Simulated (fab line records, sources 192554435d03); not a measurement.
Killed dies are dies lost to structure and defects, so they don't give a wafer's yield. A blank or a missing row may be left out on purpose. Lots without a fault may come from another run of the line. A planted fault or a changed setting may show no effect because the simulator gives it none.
Split-lot experiment | flow n5_finfet | 7 lots, 39 wafers read, on a route of 1938 steps

THE SPLIT
At N5_PASSIVATION_ETCH_59 (etches TaN in Cl2/BCl3, target depth 65 nm, time 34.9 s), the setting time_s was moved away from the recipe's 34.9 s on 12 of the 39 wafers read, by -46.8% to +37.8%. The other wafers ran this setting at the recipe's value.

The reading is taken at the split's own step.

THE READING
etch.depth_nm (the simulator's own value, which no gauge read), in nm, at N5_PASSIVATION_ETCH_59 (etches TaN in Cl2/BCl3, target depth 65 nm, time 34.9 s). The file gives no usual value for it. The 27 wafers here that ran the recipe average 66.35 nm, standard deviation 1.3 nm.

wafer  | tool, chamber at the split | time_s as run, s | against the recipe | etch.depth_nm, nm | against lot-mates on the recipe
L074.3 | rie_metal-03, 0            | 34.9             | recipe             | 68.12             | -
L074.5 | rie_metal-03, 0            | 34.9             | recipe             | 66.89             | -
L074.6 | rie_metal-03, 1            | 34.9             | recipe             | 65.55             | -
L078.1 | rie_metal-01, 1            | 34.9             | recipe             | 64.72             | -
L078.2 | rie_metal-01, 0            | 48.08            | +37.8%             | 90.17             | +25.23
L078.3 | rie_metal-01, 1            | 48.08            | +37.8%             | 88.63             | +23.69
L078.4 | rie_metal-01, 0            | 34.9             | recipe             | 65.27             | -
L078.5 | rie_metal-01, 1            | 34.9             | recipe             | 64.82             | -
L078.6 | rie_metal-01, 0            | 48.08            | +37.8%             | 89.79             | +24.85
L077.1 | rie_metal-01, 0            | 44.69            | +28.1%             | 84.46             | +19.11
L077.2 | rie_metal-01, 1            | 34.9             | recipe             | 64.99             | -
L077.3 | rie_metal-01, 0            | 44.69            | +28.1%             | 83.25             | +17.90
L077.4 | rie_metal-01, 1            | 34.9             | recipe             | 65.48             | -
L077.5 | rie_metal-01, 1            | 44.69            | +28.1%             | 83.3              | +17.95
L077.6 | rie_metal-01, 0            | 34.9             | recipe             | 65.58             | -
L081.1 | rie_metal-02, 1            | 26.59            | -23.8%             | 49.79             | -15.38
L081.2 | rie_metal-02, 0            | 34.9             | recipe             | 64.87             | -
L081.3 | rie_metal-02, 0            | 26.59            | -23.8%             | 49.78             | -15.39
L081.4 | rie_metal-02, 1            | 26.59            | -23.8%             | 50.34             | -14.83
L081.5 | rie_metal-02, 1            | 34.9             | recipe             | 65.9              | -
L081.6 | rie_metal-02, 0            | 34.9             | recipe             | 64.73             | -
L086.1 | rie_metal-03, 1            | 34.9             | recipe             | 65.95             | -
L086.2 | rie_metal-03, 0            | 34.9             | recipe             | 68.2              | -
L086.3 | rie_metal-03, 0            | 34.9             | recipe             | 68.36             | -
L086.4 | rie_metal-03, 1            | 34.9             | recipe             | 65.98             | -
L086.5 | rie_metal-03, 0            | 34.9             | recipe             | 67.88             | -
L086.6 | rie_metal-03, 1            | 34.9             | recipe             | 66.27             | -
L087.1 | rie_metal-02, 0            | 34.9             | recipe             | 65.6              | -
L087.2 | rie_metal-02, 1            | 18.57            | -46.8%             | 35.06             | -30.80
L087.3 | rie_metal-02, 1            | 34.9             | recipe             | 66.45             | -
L087.4 | rie_metal-02, 0            | 34.9             | recipe             | 65.52             | -
L087.5 | rie_metal-02, 1            | 18.57            | -46.8%             | 35.2              | -30.66
L087.6 | rie_metal-02, 0            | 18.57            | -46.8%             | 34.67             | -31.19
L093.1 | rie_metal-03, 0            | 34.9             | recipe             | 68.59             | -
L093.2 | rie_metal-03, 1            | 34.9             | recipe             | 66.15             | -
L093.3 | rie_metal-03, 1            | 34.9             | recipe             | 66.61             | -
L093.4 | rie_metal-03, 0            | 34.9             | recipe             | 68.37             | -
L093.5 | rie_metal-03, 1            | 34.9             | recipe             | 66.29             | -
L093.6 | rie_metal-03, 0            | 34.9             | recipe             | 68.27             | -

THE FIT
A straight line over all 39 wafers: etch.depth_nm changes by +0.648 nm for each +1% of time_s; r = +1.00; the points scatter about the line by 1.2 nm.
The same after taking each lot's own level away (the mean of its wafers on the recipe; 39 wafers): +0.654 nm for each +1%; r = +1.00; scatter 0.76 nm.
On that fit, the largest move of time_s shifts the reading by 31 nm.
The lots' own levels span 64.937 to 67.380 nm, that is 1.9 times the standard deviation above.
So the lot-to-lot level changes the slope little: the two slopes agree.
Check: with one of the wafers moved furthest among these (-46.8%) left out of the fit, the line predicts -30.6 nm for it against its lot-mates. It came out at -30.8 nm against them.

OTHER SPLITS ON THESE WAFERS
These wafers also went through other splits before the reading. Each is held against what the fit with the lots' levels taken away leaves over:
other split on the same wafers           | wafers away from the commonest value | r with etch.depth_nm (lot level and that fit taken away)
N5_BEOL_M8_TRENCH_ETCH_37 target_depth_a | 18                                   | +0.09
N5_BEOL_M10_HM_DEP_02 target_thk_a       | 12                                   | +0.01

THE FILE'S OWN FIT
etch.depth_nm changes by +0.654 nm for each +1% of time_s, r = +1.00.
